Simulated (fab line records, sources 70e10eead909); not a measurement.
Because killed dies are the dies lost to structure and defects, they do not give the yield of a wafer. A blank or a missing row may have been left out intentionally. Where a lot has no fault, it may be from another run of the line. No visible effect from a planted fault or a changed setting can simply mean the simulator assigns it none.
fab line records + flow nand_harc + part 2 of 2: steps 25 to 39 of 39
record
- lots=5
- wafers=15
- last_day=24
route steps=1159 shown A_M1@1030 A_BONDPAD@1059
lots that met no fault: taken from a fault-free run of the same line
start_h: hours from the record's first day to the start of the lot's first wafer shown + wait_h: time in hours since the lot's previous step + " as in the row above + L1.1+2: several wafers, shown together as one row + - value missing, or start not given + * or withheld: withheld + < > ~ a bound
route shown NAME@n: names a module that has steps shown in the file, with the first one's number in the route + usual: mean/standard deviation taken from wafers without a fault + same: alike in all rows + chamber/n: place in a boat + sites: the reading at each site + _std_site: their standard deviation + _edge_site: the outer-site mean with the inner-site mean subtracted + radius_mm: how far each site lies from the wafer's centre + mask NAME#n: copy n + behind: the last tool/chamber to shape the wafer + hold: the reason the lot was held/the length of the hold in hours/how it ended + device: whichever transistor did not switch (one of n, p or np) + end of line: the same wafers' tests at the end of the route + a step given without rows: its recipe and nothing more + killed: not the wafer's yield, but the dies lost to structure and defects at the first sort + map: shows each die of a wafer: x if killed, . if not, _ if none is there
set.NAME: the setting the step ran with; set.NAME@STEP: the setting that earlier step ran with + model.NAME: the simulator's own value behind a step, which no gauge read
a table for each step, a row for each wafer; lots at some steps of the route
services: a tool's chamber out of use, with start hour (start_h, from the record's first day; less than 0 if before it), hours out, and reason
## steps
# step NHARC_A_M1_SRD_25
| lot.wafer  | tool         | chamber | start_h | wait_h |
|------------|--------------|---------|---------|--------|
| L074.4+3+1 | wet_bench-10 | 2,3,5   | 407.25  | 0.0    |
| L080.4+3+6 | wet_bench-08 | 2,3,7   | 445.55  | 0.0    |
| L089.4+6+3 | wet_bench-08 | 5,7,0   | 495.13  | 0.0    |
| L092.3+5+6 | wet_bench-08 | 2,3,4   | 514.62  | 0.0    |
| L096.1+3+5 | wet_bench-10 | 4,6,7   | 537.12  | 0.0    |
# step NHARC_A_M1_INSPECT_27
# usual
- raw_defect_count=468/130
| lot.wafer | tool              | chamber | start_h | wait_h | raw_defect_count |
|-----------|-------------------|---------|---------|--------|------------------|
| L074.1    | defect_inspect-02 | -       | 407.36  | 0.0    | 430              |
| L074.3    | "                 | -       | "       | "      | 714              |
| L074.4    | "                 | -       | "       | "      | 432              |
| L080.3    | defect_inspect-02 | -       | 445.67  | 0.0    | 486              |
| L080.4    | "                 | -       | "       | "      | 712              |
| L080.6    | "                 | -       | "       | "      | 485              |
| L089.3    | defect_inspect-01 | -       | 495.25  | 0.0    | 276              |
| L089.4    | "                 | -       | "       | "      | 521              |
| L089.6    | "                 | -       | "       | "      | 325              |
| L092.3    | defect_inspect-02 | -       | 514.73  | 0.0    | 616              |
| L092.5    | "                 | -       | "       | "      | 432              |
| L092.6    | "                 | -       | "       | "      | 422              |
| L096.1    | defect_inspect-02 | -       | 537.23  | 0.0    | 482              |
| L096.3    | "                 | -       | "       | "      | 752              |
| L096.5    | "                 | -       | "       | "      | 625              |
# step NHARC_A_M1_PRE_CLEAN_32
# recipe
- time_s=12
- temp_c=370
- rf_power_w=300
- gas=NH3
# usual
- heater_power_w=649/71
| lot.wafer | tool     | chamber | start_h | wait_h | heater_power_w |
|-----------|----------|---------|---------|--------|----------------|
| L074.1    | pecvd-04 | 2       | 407.43  | 0.1    | 570            |
| L074.3    | "        | 1       | "       | "      | 601            |
| L074.4    | "        | 1       | "       | "      | 590            |
| L080.3    | pecvd-02 | 1       | 445.76  | 0.1    | 643            |
| L080.6    | "        | 2       | "       | "      | 648            |
| L080.4    | "        | 0       | "       | "      | 600            |
| L089.3    | pecvd-02 | 2       | 495.45  | 0.2    | 715            |
| L089.4    | "        | 2       | "       | "      | 730            |
| L089.6    | "        | 0       | "       | "      | 658            |
| L092.3    | pecvd-02 | 2       | 514.82  | 0.1    | 724            |
| L092.5    | "        | 0       | "       | "      | 652            |
| L092.6    | "        | 2       | "       | "      | 732            |
| L096.1    | pecvd-01 | 0       | 537.31  | 0.1    | 706            |
| L096.3    | "        | 1       | "       | "      | 713            |
| L096.5    | "        | 1       | "       | "      | 683            |
# step NHARC_A_M1_DEP_33
# recipe
- target_thk_a=300
- temp_c=370
- target_thk_nm=30
- pressure_torr=3
- flow_sccm=200
- rf_w=450
- material=SiCN
# usual
- chamber_pressure_Torr=3.002/0.0074
- heater_power_w=593/76
| lot.wafer | tool     | chamber | start_h | wait_h | chamber_pressure_Torr | heater_power_w |
|-----------|----------|---------|---------|--------|-----------------------|----------------|
| L074.1    | pecvd-04 | 2       | 407.51  | 0.1    | 2.992                 | 500            |
| L074.3    | "        | 1       | "       | "      | 3.007                 | 496            |
| L074.4    | "        | 1       | "       | "      | 2.998                 | 491            |
| L080.3    | pecvd-02 | 1       | 445.90  | 0.1    | 2.990                 | 595            |
| L080.6    | "        | 2       | "       | "      | 3.015                 | 621            |
| L080.4    | "        | 0       | "       | "      | 3.012                 | 664            |
| L089.3    | pecvd-02 | 2       | 495.53  | 0.1    | 3.007                 | 571            |
| L089.4    | "        | 2       | "       | "      | 2.994                 | 564            |
| L089.6    | "        | 0       | "       | "      | 2.996                 | 648            |
| L092.3    | pecvd-02 | 2       | 514.96  | 0.1    | 3.003                 | 704            |
| L092.5    | "        | 0       | "       | "      | 2.986                 | 600            |
| L092.6    | "        | 2       | "       | "      | 3.005                 | 693            |
| L096.1    | pecvd-01 | 0       | 537.42  | 0.1    | 3.007                 | 682            |
| L096.3    | "        | 1       | "       | "      | 3.006                 | 613            |
| L096.5    | "        | 1       | "       | "      | 3.011                 | 624            |
# step NHARC_A_BONDPAD_DEP_00
# recipe
- target_thk_a=2500
- temp_c=370
- target_thk_nm=250
- pressure_torr=3
- flow_sccm=200
- rf_w=450
- material=SiCN
# usual
- chamber_pressure_Torr=3.001/0.0068
- heater_power_w=609/76
| lot.wafer | tool     | chamber | start_h | wait_h | chamber_pressure_Torr | heater_power_w |
|-----------|----------|---------|---------|--------|-----------------------|----------------|
| L074.1    | pecvd-02 | 0       | 408.11  | -      | 3.003                 | 630            |
| L074.3    | "        | 1       | "       | "      | 2.991                 | 625            |
| L074.4    | "        | 0       | "       | "      | 3.004                 | 642            |
| L080.3    | pecvd-04 | 2       | 446.37  | -      | 2.993                 | 486            |
| L080.4    | "        | 2       | "       | "      | 2.993                 | 490            |
| L080.6    | "        | 1       | "       | "      | 2.994                 | 552            |
| L089.3    | pecvd-03 | 2       | 496.18  | -      | 3.016                 | 606            |
| L089.4    | "        | 0       | "       | "      | 2.995                 | 747            |
| L089.6    | "        | 2       | "       | "      | 3.007                 | 613            |
| L092.3    | pecvd-03 | 0       | 515.52  | -      | 3.014                 | 770            |
| L092.6    | "        | 1       | "       | "      | 3.001                 | 601            |
| L092.5    | "        | 0       | "       | "      | 3.015                 | 753            |
| L096.1    | pecvd-04 | 0       | 537.93  | -      | 3.006                 | 631            |
| L096.3    | "        | 0       | "       | "      | 2.998                 | 639            |
| L096.5    | "        | 0       | "       | "      | 2.983                 | 627            |
# step NHARC_A_BONDPAD_CMP_29
# recipe
- target_thk_nm=200
- material=SiCN
# usual
- motor_current_A=11.7/1.3
- retaining_ring_pressure_frac=1.000/0.0048
| lot.wafer | tool   | chamber | start_h | wait_h | motor_current_A | retaining_ring_pressure_frac |
|-----------|--------|---------|---------|--------|-----------------|------------------------------|
| L074.1    | cmp-01 | 0       | 408.47  | -      | 12.9            | 0.999                        |
| L074.4    | "      | 1       | "       | "      | 12.5            | 1.006                        |
| L074.3    | "      | 2       | "       | "      | 11.2            | 0.992                        |
| L080.4    | cmp-04 | 0       | 446.81  | -      | 12.3            | 1.004                        |
| L080.3    | "      | 2       | "       | "      | 10.5            | 0.998                        |
| L080.6    | "      | 0       | "       | "      | 13.2            | 1.003                        |
| L089.3    | cmp-04 | 2       | 496.50  | -      | 10.3            | 1.004                        |
| L089.4    | "      | 1       | "       | "      | 9.0             | 1.002                        |
| L089.6    | "      | 2       | "       | "      | 10.4            | 0.990                        |
| L092.3    | cmp-04 | 3       | 515.91  | -      | 11.1            | 0.997                        |
| L092.6    | "      | 0       | "       | "      | 13.2            | 0.997                        |
| L092.5    | "      | 1       | "       | "      | 9.4             | 1.011                        |
| L096.3    | cmp-04 | 1       | 538.50  | 0.4    | 9.6             | 1.001                        |
| L096.1    | "      | 3       | "       | "      | 10.7            | 0.993                        |
| L096.5    | "      | 1       | "       | "      | 8.9             | 0.994                        |
# step NHARC_A_BONDPAD_THK_MEAS_30
# recipe
- thk_meas_gauge=ellipsometry
# usual
- thk_nm=200.3/1.6
| lot.wafer | tool          | chamber | start_h | wait_h | thk_nm |
|-----------|---------------|---------|---------|--------|--------|
| L074.1    | film_metro-02 | -       | 408.72  | 0.2    | 201.8  |
| L074.3    | "             | -       | "       | "      | 199.1  |
| L074.4    | "             | -       | "       | "      | 201.7  |
| L080.3    | film_metro-02 | -       | 447.04  | 0.2    | 201.2  |
| L080.4    | "             | -       | "       | "      | 200.4  |
| L080.6    | "             | -       | "       | "      | 198.9  |
| L089.3    | film_metro-02 | -       | 496.75  | 0.2    | 202.1  |
| L089.4    | "             | -       | "       | "      | 200.2  |
| L089.6    | "             | -       | "       | "      | 200.8  |
| L092.3    | film_metro-01 | -       | 516.08  | 0.2    | 200.9  |
| L092.5    | "             | -       | "       | "      | 201.2  |
| L092.6    | "             | -       | "       | "      | 200.7  |
| L096.1    | film_metro-01 | -       | 538.73  | 0.2    | 202.4  |
| L096.3    | "             | -       | "       | "      | 201.1  |
| L096.5    | "             | -       | "       | "      | 200.2  |
# step NHARC_A_BONDPAD_SRD_31
| lot.wafer  | tool         | chamber | start_h | wait_h |
|------------|--------------|---------|---------|--------|
| L074.3+4+1 | wet_bench-10 | 0,1,4   | 408.76  | 0.0    |
| L080.3+6+4 | wet_bench-10 | 6,0,1   | 447.08  | 0.0    |
| L089.6+4+3 | wet_bench-08 | 1,2,5   | 496.79  | 0.0    |
| L092.3+5+6 | wet_bench-08 | 7,2,4   | 516.12  | 0.0    |
| L096.5+1+3 | wet_bench-08 | 0,1,2   | 538.78  | 0.0    |
# step NHARC_A_BONDPAD_DEHYDRATE_01
# recipe
- temp_c=150
- time_s=120
| lot.wafer  | tool           | chamber | start_h | wait_h |
|------------|----------------|---------|---------|--------|
| L074.1+3+4 | litho_track-02 | 0       | 408.84  | 0.1    |
| L080.3+4+6 | litho_track-02 | 0       | 447.16  | 0.1    |
| L089.3+4+6 | litho_track-05 | 0       | 496.87  | 0.1    |
| L092.3+5+6 | litho_track-05 | 0       | 516.21  | 0.1    |
| L096.1+3+5 | litho_track-02 | 0       | 538.87  | 0.1    |
# step NHARC_A_BONDPAD_HMDS_02
# recipe
- time_s=30
| lot.wafer  | tool           | chamber | start_h | wait_h |
|------------|----------------|---------|---------|--------|
| L074.1+3+4 | litho_track-02 | 0       | -       | -      |
| L080.3+4+6 | litho_track-02 | 0       | -       | -      |
| L089.3+4+6 | litho_track-05 | 0       | -       | -      |
| L092.3+5+6 | litho_track-05 | 0       | -       | -      |
| L096.1+3+5 | litho_track-02 | 0       | -       | -      |
# step NHARC_A_BONDPAD_COAT_33
# recipe
- temp_c=200
- time_s=65
| lot.wafer  | tool           | chamber | start_h | wait_h |
|------------|----------------|---------|---------|--------|
| L074.1+3+4 | litho_track-02 | 0       | -       | -      |
| L080.3+4+6 | litho_track-02 | 0       | -       | -      |
| L089.3+4+6 | litho_track-05 | 0       | -       | -      |
| L092.3+5+6 | litho_track-05 | 0       | -       | -      |
| L096.1+3+5 | litho_track-02 | 0       | -       | -      |
# step NHARC_A_BONDPAD_COAT_03
# recipe
- spin_rpm=2000
- resist_thk_nm=600
| lot.wafer  | tool           | chamber | start_h | wait_h |
|------------|----------------|---------|---------|--------|
| L074.1+3+4 | litho_track-02 | 0       | -       | -      |
| L080.3+4+6 | litho_track-02 | 0       | -       | -      |
| L089.3+4+6 | litho_track-05 | 0       | -       | -      |
| L092.3+5+6 | litho_track-05 | 0       | -       | -      |
| L096.1+3+5 | litho_track-02 | 0       | -       | -      |
# step NHARC_A_BONDPAD_SOFTBAKE_04
# recipe
- temp_c=125
- time_s=70
| lot.wafer  | tool           | chamber | start_h | wait_h |
|------------|----------------|---------|---------|--------|
| L074.1+3+4 | litho_track-02 | 0       | -       | -      |
| L080.3+4+6 | litho_track-02 | 0       | -       | -      |
| L089.3+4+6 | litho_track-05 | 0       | -       | -      |
| L092.3+5+6 | litho_track-05 | 0       | -       | -      |
| L096.1+3+5 | litho_track-02 | 0       | -       | -      |
# step NHARC_A_BONDPAD_EBR_05
| lot.wafer  | tool           | chamber | start_h | wait_h |
|------------|----------------|---------|---------|--------|
| L074.1+3+4 | litho_track-02 | 0       | -       | -      |
| L080.3+4+6 | litho_track-02 | 0       | -       | -      |
| L089.3+4+6 | litho_track-05 | 0       | -       | -      |
| L092.3+5+6 | litho_track-05 | 0       | -       | -      |
| L096.1+3+5 | litho_track-02 | 0       | -       | -      |
# step NHARC_A_BONDPAD_EXPOSE_06
# recipe
- na=0.55
- dose_mj=36.99
- mask_id=A_BPAD
| lot.wafer  | tool           | chamber | start_h | wait_h | mask     |
|------------|----------------|---------|---------|--------|----------|
| L074.1+3+4 | krf_scanner-02 | 0       | 409.13  | -      | A_BPAD#0 |
| L080.3+4+6 | krf_scanner-01 | 0       | 447.34  | -      | A_BPAD#0 |
| L089.3+4+6 | krf_scanner-02 | 0       | 497.17  | -      | A_BPAD#0 |
| L092.3+5+6 | krf_scanner-04 | 0       | 516.51  | -      | A_BPAD#0 |
| L096.1+3+5 | krf_scanner-02 | 0       | 539.16  | -      | A_BPAD#0 |
## services
| tool           | chamber | start_h | hours | kind   |
|----------------|---------|---------|-------|--------|
| pvd_sputter-02 | -       | 392.00  | 10.0  | pm     |
| cmp-04         | -       | 400.23  | 4.0   | pm     |
| wet_bench-08   | -       | 406.40  | 8.0   | pm     |
| litho_track-05 | -       | 412.00  | 7.0   | pm     |
| rie_diel-06    | 1       | 417.02  | 8.2   | repair |
| rie_diel-06    | -       | 418.65  | 9.0   | pm     |
| wet_bench-10   | -       | 423.20  | 8.0   | pm     |
| pvd_sputter-03 | -       | 440.19  | 3.5   | repair |
| rie_diel-06    | 3       | 442.67  | 11.7  | repair |
| litho_track-01 | -       | 443.00  | 7.0   | pm     |
| rie_diel-01    | 1       | 445.81  | 4.6   | repair |
| cmp-04         | -       | 452.68  | 0.6   | repair |
| pvd_sputter-03 | -       | 458.00  | 10.0  | pm     |
| rie_diel-01    | 1       | 466.63  | 18.2  | repair |
| litho_track-06 | -       | 467.00  | 7.0   | pm     |
| rie_diel-11    | 1       | 483.04  | 8.5   | repair |
| cmp-04         | -       | 489.09  | 0.9   | repair |
| rie_diel-06    | 0       | 493.30  | 12.6  | repair |
| cmp-04         | -       | 498.23  | 4.0   | pm     |
| pvd_sputter-03 | -       | 505.02  | 1.3   | repair |
| rie_diel-11    | 3       | 510.74  | 8.1   | repair |
| litho_track-02 | -       | 515.00  | 7.0   | pm     |
| pecvd-02       | -       | 515.13  | 13.0  | pm     |
| cmp-04         | -       | 522.40  | 3.3   | repair |
